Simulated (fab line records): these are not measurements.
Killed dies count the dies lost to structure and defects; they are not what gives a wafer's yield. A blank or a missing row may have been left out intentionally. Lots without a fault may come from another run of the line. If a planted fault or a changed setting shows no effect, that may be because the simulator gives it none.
Matching of chambers -- flow n5_finfet -- rie_diel-06 running N5_SD_EPI_P_ETCH_16: 4 sister chambers
The step etches SiO2 in CHF3/O2, target depth 5 nm. 16 wafers are shown with their chamber, then 8 later ones without.

## EACH WAFER AND ITS CHAMBER
wafer,chamber,showerhead_plenum_p_Torr (Torr),drypump_motor_current_A (A),rf_vpp_V (V)
L074.2,3,2.50,5.6,523
L074.3,0,2.36,5.2,540
L074.5,1,2.37,6.5,531
L075.1,3,2.50,5.7,523
L075.2,2,2.53,5.6,523
L075.6,1,2.37,6.5,532
L082.2,3,2.49,5.7,523
L082.4,2,2.52,5.7,523
L082.5,2,2.52,5.6,522
L083.1,1,2.37,6.5,532
L083.4,0,2.35,5.1,539
L083.5,1,2.37,6.5,531
L086.1,1,2.36,6.5,531
L086.2,3,2.49,5.6,521
L086.4,2,2.52,5.6,522
L089.1,3,2.49,5.6,522

SIGNATURES, as means of the wafers listed above
reading,chamber 0,chamber 1,chamber 2,chamber 3,scatter within a chamber
showerhead_plenum_p_Torr,2.3550,2.3680,2.5225,2.4940,0.0052
drypump_motor_current_A,5.150,6.500,5.625,5.640,0.0452
rf_vpp_V,539.50,531.40,522.50,522.40,0.701
Rule: for each reading, subtract the chamber's mean from the wafer's reading, divide by that reading's scatter and square the result; add these up over the readings and take the root, which gives the wafer's distance from the chamber. If the next closest chamber is less than 2 further off than the closest, the wafer can't be placed; otherwise it belongs to the closest. How the scatter is found: for the shown wafers, subtract from each reading the mean of its chamber, square and add these, divide the total by (wafers less chambers), then take the root.

## WAFERS WHOSE CHAMBER IS MISSING
wafer,showerhead_plenum_p_Torr (Torr),drypump_motor_current_A (A),rf_vpp_V (V)
L089.3,2.52,5.7,522
L089.4,2.36,6.5,531
L092.4,2.36,6.6,529
L092.5,2.36,6.6,531
L092.6,2.35,5.2,539
L095.1,2.49,5.6,520
L095.3,2.36,6.5,529
L095.5,2.51,5.6,522

## WHICH CHAMBER EACH ONE RAN IN
wafer,from the rows above,in truth
L089.3,2,2
L089.4,1,1
L092.4,1,1
L092.5,1,1
L092.6,0,0
L095.1,3,3
L095.3,1,1
L095.5,can't be placed: 2 or 3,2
7 of 8 placed correctly. These rows do not allow placing 1 (true chamber among the candidates in 1). Number placed wrongly: 0.
